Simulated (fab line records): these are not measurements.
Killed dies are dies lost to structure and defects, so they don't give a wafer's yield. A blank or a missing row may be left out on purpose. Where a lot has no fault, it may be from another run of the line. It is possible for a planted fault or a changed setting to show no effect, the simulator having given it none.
Which tool is to blame?	flow n5_finfet	24 lots, 72 wafers sampled, at 6 steps of a route of 1938

WHAT THE GAUGES SHOWED, per wafer
N5_STI_FIN_REVEAL_THK_MEAS_05. Usual: thk_nm at 131.6 nm, with a standard deviation of 1.4.
lot	measured	on	thk_nm (nm)	flag
L074	day 2 09:32	film_metro-02	130.5 132.4 133.1	
L075	day 2 15:33	film_metro-01	132.4 131.6 131.2	
L076	day 2 20:58	film_metro-01	130.4 130.6 133.1	
L077	day 3 03:58	film_metro-02	129.9 132.4 133.6	
L078	day 3 09:47	film_metro-02	132.0 132.0 130.9	
L079	day 3 15:53	film_metro-02	132.1 133.2 133.7	
L080	day 3 21:31	film_metro-02	130.9 133.2 133.4	
L081	day 4 06:16	film_metro-01	131.3 133.7 130.9	
L082	day 4 09:05	film_metro-02	130.8 132.3 132.5	
L083	day 4 15:38	film_metro-02	129.7 130.3 129.0	
L084	day 4 22:57	film_metro-02	131.5 131.4 129.6	
L085	day 5 07:13	film_metro-02	129.5 130.1 130.4	
L086	day 5 10:08	film_metro-02	135.0 133.0 132.3	
L087	day 5 16:15	film_metro-02	131.9 132.6 131.7	
L088	day 5 22:26	film_metro-01	133.9 133.5 131.2	
L089	day 6 07:34	film_metro-01	131.6 132.0 128.7	
L090	day 6 08:29	film_metro-01	130.2 129.3 128.7	
L091	day 6 16:08	film_metro-01	131.7 131.1 134.0	
L092	day 6 22:08	film_metro-02	131.5 134.0 131.1	
L093	day 7 04:37	film_metro-01	131.6 131.4 132.1	
L094	day 7 09:12	film_metro-01	130.0 131.5 129.6	
L095	day 7 15:08	film_metro-02	133.9 132.5 130.7	
L096	day 7 20:56	film_metro-01	133.8 133.2 130.9	
L097	day 8 03:07	film_metro-02	131.5 130.2 133.2	

N5_DUMMY_GATE_CD_MEAS_24 targets a cd of 15 nm. Usual: cd_nm at 14.9 nm, with a standard deviation of 0.39.
lot	measured	on	cd_nm (nm)	flag
L074	day 3 00:50	cd_sem-03	14.4 14.9 15.2	
L075	day 3 04:56	cd_sem-03	14.9 14.5 14.5	
L076	day 3 10:22	cd_sem-01	14.8 14.2 14.8	
L077	day 3 17:56	cd_sem-03	15.1 15.1 14.7	
L078	day 4 01:11	cd_sem-03	14.9 14.0 14.3	
L079	day 4 05:11	cd_sem-03	15.7 15.3 15.3	
L080	day 4 11:11	cd_sem-02	14.7 14.2 14.3	
L081	day 4 19:16	cd_sem-03	15.2 15.4 14.7	
L082	day 4 22:11	cd_sem-01	15.2 15.0 15.4	
L083	day 5 04:32	cd_sem-02	15.6 14.6 14.5	
L084	day 5 12:18	cd_sem-03	15.3 14.9 14.3	
L085	day 5 20:13	cd_sem-02	14.6 15.1 14.4	
L086	day 6 00:55	cd_sem-01	15.0 15.1 15.4	
L087	day 6 05:35	cd_sem-03	14.5 14.6 14.8	
L088	day 6 12:37	cd_sem-02	14.7 15.3 15.0	
L089	day 6 20:37	cd_sem-01	14.8 15.3 15.2	
L090	day 6 21:19	cd_sem-02	14.6 15.5 14.9	
L091	day 7 05:13	cd_sem-02	15.0 14.6 15.3	
L092	day 7 11:03	cd_sem-01	14.7 14.8 14.8	
L093	day 7 17:42	cd_sem-02	14.3 14.8 14.5	
L094	day 7 22:05	cd_sem-03	14.9 15.4 15.0	
L095	day 8 04:05	cd_sem-03	15.2 15.0 14.9	
L096	day 8 11:59	cd_sem-03	15.7 15.2 14.9	
L097	day 8 16:55	cd_sem-01	14.5 14.2 14.3	

N5_SD_EPI_N_INSPECT_11: inspects for defects (macro). Usual: raw_defect_count at 2.3, with a standard deviation of 1.5.
lot	measured	on	raw_defect_count	flag
L074	day 3 02:10	defect_inspect-02	4 1 1	
L075	day 3 06:08	defect_inspect-01	3 1 1	
L076	day 3 11:43	defect_inspect-01	4 3 2	
L077	day 3 20:11	defect_inspect-02	1 4 3	
L078	day 4 02:30	defect_inspect-01	6 5 1	
L079	day 4 06:45	defect_inspect-02	1 3 5	
L080	day 4 12:26	defect_inspect-01	3 5 5	
L081	day 4 21:06	defect_inspect-02	2 2 2	
L082	day 5 00:13	defect_inspect-01	4 1 2	
L083	day 5 06:05	defect_inspect-02	1 2 1	
L084	day 5 13:38	defect_inspect-02	4 2 0	
L085	day 5 21:31	defect_inspect-02	2 3 0	
L086	day 6 02:38	defect_inspect-01	1 7 4	
L087	day 6 06:52	defect_inspect-01	0 2 2	
L088	day 6 13:58	defect_inspect-01	4 1 0	
L089	day 6 21:58	defect_inspect-01	4 2 1	
L090	day 6 22:40	defect_inspect-02	4 2 1	
L091	day 7 06:40	defect_inspect-01	0 2 1	
L092	day 7 12:30	defect_inspect-01	2 1 3	
L093	day 7 19:08	defect_inspect-02	0 2 0	
L094	day 7 23:25	defect_inspect-01	2 1 3	
L095	day 8 05:39	defect_inspect-02	1 2 2	
L096	day 8 13:20	defect_inspect-02	2 5 3	
L097	day 8 18:33	defect_inspect-01	3 2 5	

WHICH TOOL RAN EACH LOT (tool, then ch and the chambers of the sampled wafers, then the start)
lot	N5_FIN_CUT_CUT_ETCH_15	N5_DUMMY_GATE_ETCH_32	N5_SPACER0_ALD_08
L074	rie_si-02 ch 0,2,3, day 2 02:59	rie_si-06 ch 0,2,3, day 3 00:38	ald_sin-02 ch 0,1,2, day 3 01:34
L075	rie_si-01 ch 0,1,3, day 2 09:50	rie_si-01 ch 0,1,3, day 3 04:43	ald_sin-02 ch 0,2,3, day 3 05:39
L076	rie_si-06 ch 0,1,3, day 2 15:16	rie_si-01 ch 0,3, day 3 10:10	ald_sin-02 ch 0,1, day 3 11:06
L077	rie_si-01 ch 0,2,3, day 2 22:14	rie_si-01 ch 1,2,3, day 3 17:44	ald_sin-02 ch 1,2, day 3 19:35
L078	rie_si-06 ch 0,1,2, day 3 03:17	rie_si-06 ch 1,2,3, day 4 00:59	ald_sin-01 ch 2,3, day 4 02:01
L079	rie_si-06 ch 0,1,3, day 3 09:28	rie_si-02 ch 0,1,2, day 4 04:59	ald_sin-04 ch 0,3, day 4 06:16
L080	rie_si-01 ch 0,1, day 3 15:13	rie_si-01 ch 0,1,3, day 4 10:59	ald_sin-02 ch 0,1,3, day 4 11:56
L081	rie_si-06 ch 1,3, day 3 23:56	rie_si-06 ch 0,3, day 4 19:04	ald_sin-01 ch 1,3, day 4 20:29
L082	rie_si-01 ch 0,2,3, day 4 03:18	rie_si-02 ch 0,1,2, day 4 21:59	ald_sin-01 ch 1,2,3, day 4 23:44
L083	rie_si-02 ch 2,3, day 4 09:49	rie_si-06 ch 0,2,3, day 5 04:20	ald_sin-01 ch 1,2, day 5 05:28
L084	rie_si-01 ch 0,1, day 4 15:49	rie_si-02 ch 0,2, day 5 12:06	ald_sin-01 ch 0,2, day 5 13:02
L085	rie_si-06 ch 0,3, day 5 01:23	rie_si-01 ch 1,3, day 5 20:00	ald_sin-01 ch 0,2,3, day 5 21:02
L086	rie_si-02 ch 0,1,3, day 5 04:23	rie_si-06 ch 0,2,3, day 6 00:43	ald_sin-04 ch 1,2,3, day 6 02:01
L087	rie_si-01 ch 0,1,2, day 5 10:32	rie_si-01 ch 0,1,3, day 6 05:23	ald_sin-04 ch 1,2,3, day 6 06:23
L088	rie_si-01 ch 1,2,3, day 5 15:30	rie_si-01 ch 1,2,3, day 6 12:25	ald_sin-04 ch 1,2,3, day 6 13:22
L089	rie_si-02 ch 0,2,3, day 6 01:48	rie_si-01 ch 0,2,3, day 6 20:25	ald_sin-04 ch 1,2,3, day 6 21:21
L090	rie_si-01 ch 0,1,3, day 6 02:47	rie_si-02 ch 1,2,3, day 6 21:07	ald_sin-04 ch 1,2, day 6 22:03
L091	rie_si-06 ch 0,1,3, day 6 09:48	rie_si-06 ch 0,1,3, day 7 05:01	ald_sin-02 ch 0,2,3, day 7 06:03
L092	rie_si-01 ch 0,1, day 6 15:41	rie_si-06 ch 1,2,3, day 7 10:51	ald_sin-04 ch 0,2,3, day 7 11:53
L093	rie_si-01 ch 0,1,3, day 6 21:55	rie_si-02 ch 2,3, day 7 17:30	ald_sin-01 ch 0,1, day 7 18:32
L094	rie_si-01 ch 0,1, day 7 03:29	rie_si-06 ch 0,1, day 7 21:53	ald_sin-02 ch 0,1,3, day 7 22:49
L095	rie_si-06 ch 0,2,3, day 7 09:26	rie_si-06 ch 1,2,3, day 8 03:53	ald_sin-02 ch 0,1,3, day 8 05:02
L096	rie_si-02 ch 0,1,3, day 7 15:13	rie_si-01 ch 0,2,3, day 8 11:47	ald_sin-02 ch 0,1,2, day 8 12:43
L097	rie_si-06 ch 0,3, day 7 21:20	rie_si-01 ch 1,2,3, day 8 16:43	ald_sin-01 ch 0,2,3, day 8 17:56
- N5_FIN_CUT_CUT_ETCH_15: etches Si in HBr/Cl2/O2, target depth 100 nm, bt time 10 s, time 42.4 s.
- N5_DUMMY_GATE_ETCH_32: etches SiO2 in CF4, target depth 3.5 nm, time 3.9 s.
- N5_SPACER0_ALD_08: deposits SiNx, target thk 2 nm.

AS READ BY THE TOOLS THEMSELVES (means over the sampled wafers that have a number; for cases with no such wafer, the mark the record gives instead)
N5_FIN_CUT_CUT_ETCH_15. Usual: chamber_pressure_mTorr 10.001 mTorr, standard deviation 0.0096; drypump_motor_current_A 5.6 A, standard deviation 0.55; oes_product_au 0.994 a.u., standard deviation 0.017; throttle_valve_pct 37.1 %, standard deviation 0.43.
lot	tool	chamber_pressure_mTorr (mTorr)	drypump_motor_current_A (A)	oes_product_au (a.u.)	throttle_valve_pct (%)	flag
L074	rie_si-02	10.004	5.6	0.992	37.2	
L075	rie_si-01	9.995	5.7	0.994	36.7	
L076	rie_si-06	9.996	5.5	0.992	37.3	
L077	rie_si-01	10.006	5.8	0.990	37.0	
L078	rie_si-06	10.006	5.5	1.006	37.2	
L079	rie_si-06	9.996	5.5	0.991	37.3	
L080	rie_si-01	10.007	6.1	0.999	36.6	
L081	rie_si-06	10.001	5.8	0.973	37.2	
L082	rie_si-01	9.993	5.8	0.989	37.0	
L083	rie_si-02	10.011	5.8	0.986	37.6	
L084	rie_si-01	10.005	6.1	0.997	36.6	
L085	rie_si-06	10.006	5.1	0.992	37.6	
L086	rie_si-02	9.995	5.3	0.996	37.3	
L087	rie_si-01	10.007	5.7	0.995	36.7	
L088	rie_si-01	9.997	5.4	0.988	36.8	
L089	rie_si-02	10.005	5.6	0.986	37.2	
L090	rie_si-01	10.008	5.7	0.996	36.7	
L091	rie_si-06	9.994	5.5	0.992	37.3	
L092	rie_si-01	9.992	5.6	0.998	36.4	
L093	rie_si-01	9.997	5.7	0.993	36.7	
L094	rie_si-01	10.004	6.1	1.000	36.6	
L095	rie_si-06	10.005	5.1	1.009	37.5	
L096	rie_si-02	10.004	5.3	0.994	37.3	
L097	rie_si-06	9.999	5.2	1.009	37.5	

N5_DUMMY_GATE_ETCH_32. Usual: chamber_pressure_mTorr 10.000 mTorr, standard deviation 0.0089; drypump_motor_current_A 5.5 A, standard deviation 0.54; oes_product_au 0.995 a.u., standard deviation 0.023; throttle_valve_pct 21.73 %, standard deviation 0.3.
lot	tool	chamber_pressure_mTorr (mTorr)	drypump_motor_current_A (A)	oes_product_au (a.u.)	throttle_valve_pct (%)	flag
L074	rie_si-06	10.003	5.1	1.003	21.96	
L075	rie_si-01	10.013	5.7	0.992	21.39	
L076	rie_si-01	10.000	6.1	0.991	21.49	
L077	rie_si-01	9.998	5.3	0.989	21.51	
L078	rie_si-06	10.000	5.4	0.984	21.91	
L079	rie_si-02	9.994	5.6	1.004	21.69	
L080	rie_si-01	9.996	5.7	0.990	21.38	
L081	rie_si-06	9.992	5.2	1.003	21.94	
L082	rie_si-02	10.001	5.6	0.999	21.68	
L083	rie_si-06	10.003	5.1	1.002	21.97	
L084	rie_si-02	10.010	5.4	0.994	21.45	
L085	rie_si-01	9.997	5.3	0.977	21.42	
L086	rie_si-06	10.007	5.1	1.001	21.97	
L087	rie_si-01	10.002	5.6	0.985	21.40	
L088	rie_si-01	10.002	5.3	1.001	21.51	
L089	rie_si-01	10.007	5.8	1.014	21.61	
L090	rie_si-02	9.998	5.8	0.996	22.04	
L091	rie_si-06	9.993	5.5	0.985	21.88	
L092	rie_si-06	10.005	5.4	0.985	21.90	
L093	rie_si-02	10.003	5.8	0.979	22.15	
L094	rie_si-06	9.998	5.9	0.993	21.80	
L095	rie_si-06	10.003	5.4	0.986	21.91	
L096	rie_si-01	10.000	5.8	1.001	21.61	
L097	rie_si-01	10.001	5.4	0.995	21.52	

N5_SPACER0_ALD_08. Usual: heater_power_w at 817 W, with a standard deviation of 77.
lot	tool	heater_power_w (W)	flag
L074	ald_sin-02	856	
L075	ald_sin-02	859	
L076	ald_sin-02	840	
L077	ald_sin-02	862	
L078	ald_sin-01	721	
L079	ald_sin-04	812	
L080	ald_sin-02	871	
L081	ald_sin-01	758	
L082	ald_sin-01	747	
L083	ald_sin-01	775	
L084	ald_sin-01	733	
L085	ald_sin-01	765	
L086	ald_sin-04	782	
L087	ald_sin-04	783	
L088	ald_sin-04	779	
L089	ald_sin-04	777	
L090	ald_sin-04	777	
L091	ald_sin-02	861	
L092	ald_sin-04	857	
L093	ald_sin-01	836	
L094	ald_sin-02	876	
L095	ald_sin-02	860	
L096	ald_sin-02	848	
L097	ald_sin-01	765	

THE ANSWER, worked out from the rows above alone
Rule: lot off if the mean of its wafers having a number is beyond 3 standard deviations from the usual mean. Also off: a lot with no number at a reading for which 4 or more lots have one. All remaining lots with rows at the step are treated as sound. Order of review: gauges by route order, followed by the tools' own readings, for which a lot's mean as printed above is used. The first step at which some lot is off is used, and at that step the reading that is off furthest; a lot without a number counts as furthest.
Nothing can be told from this: no lot is off at any reading shown.

WHAT THE SIMULATOR HAD INSERTED
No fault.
